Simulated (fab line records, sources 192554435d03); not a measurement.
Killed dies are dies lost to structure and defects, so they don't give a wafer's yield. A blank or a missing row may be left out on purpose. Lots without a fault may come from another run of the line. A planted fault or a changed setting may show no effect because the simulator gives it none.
Which tool did it? | flow n5_finfet | 6 lots, 16 wafers sampled, at 5 steps of a route of 1938

WHAT THE GAUGES READ, wafer by wafer
N5_BEOL_M4_RC_MEAS_101.
lot  | measured     | on        | DIBL_N (mV/V)
L129 | day 9 21:41  | prober-01 | 34.6 36.1 36.3
L133 | day 9 12:26  | prober-02 | 37.2 40.0 35.0
L136 | day 10 16:01 | prober-01 | 37.8
L146 | day 14 20:04 | prober-02 | 39.5 35.7 39.1
L147 | day 15 13:55 | prober-02 | 34.7 36.2 33.2
L150 | day 15 20:26 | prober-02 | 33.8 36.8 36.8

WHICH TOOL RAN EACH LOT (tool, then ch and the chambers of the sampled wafers, then the start)
lot  | N5_BEOL_M2_ANNEAL_89         | N5_BEOL_M2_SPUTTER_92        | N5_BEOL_M2_CO_CAP_55            | N5_BEOL_M3_HM_DEP_02
L129 | pvd_sputter-02, day 7 13:00  | pvd_sputter-02, day 7 13:22  | cvd_co-02 ch 0,1,2, day 7 14:40 | pvd_sputter-03, day 7 16:28
L133 | pvd_sputter-02, day 7 23:34  | pvd_sputter-02, day 7 23:55  | cvd_co-01 ch 0,2, day 8 01:14   | pvd_sputter-01, day 8 02:25
L136 | pvd_sputter-01, day 9 02:13  | pvd_sputter-01, day 9 02:35  | cvd_co-01 ch 0, day 9 03:53     | pvd_sputter-01, day 9 06:46
L146 | pvd_sputter-02, day 12 11:01 | pvd_sputter-02, day 12 11:23 | cvd_co-02 ch 0,2, day 12 12:41  | pvd_sputter-02, day 12 16:06
L147 | pvd_sputter-03, day 12 20:33 | pvd_sputter-03, day 12 20:55 | cvd_co-01 ch 0,1, day 12 22:14  | pvd_sputter-01, day 12 23:25
L150 | pvd_sputter-02, day 14 03:37 | pvd_sputter-02, day 14 03:58 | cvd_co-01 ch 0,1, day 14 05:17  | pvd_sputter-01, day 14 06:07
- N5_BEOL_M2_ANNEAL_89: time 240 s.
- N5_BEOL_M2_SPUTTER_92: material Cu, target thk 4.5 nm, time 8.29 s.
- N5_BEOL_M2_CO_CAP_55: material Co, precursor CCTBA/H2, target thk 2 nm, time 102.1 s.
- N5_BEOL_M3_HM_DEP_02: deposits TiN, target thk 20 nm.

THE ANSWER, worked out from the rows above alone
Rule: what is usual is taken from the lots themselves. Put in order of their means at a reading, lots are off if they are a third of the lots or fewer, leave a main group of 4 or more, and stand apart from it by a gap of 3 or more times the standard deviation of the main group's means; of several such gaps the widest counts. A main group whose means are all the same, to the digits that the tables above print for the reading, isn't used. A lot without any number at a reading at which 4 lots or more have one is off too. The other lots that the step has rows for count as sound.
No lot is off at any reading shown: from this, nothing can be told.

WHAT THE SIMULATOR HAD PUT IN
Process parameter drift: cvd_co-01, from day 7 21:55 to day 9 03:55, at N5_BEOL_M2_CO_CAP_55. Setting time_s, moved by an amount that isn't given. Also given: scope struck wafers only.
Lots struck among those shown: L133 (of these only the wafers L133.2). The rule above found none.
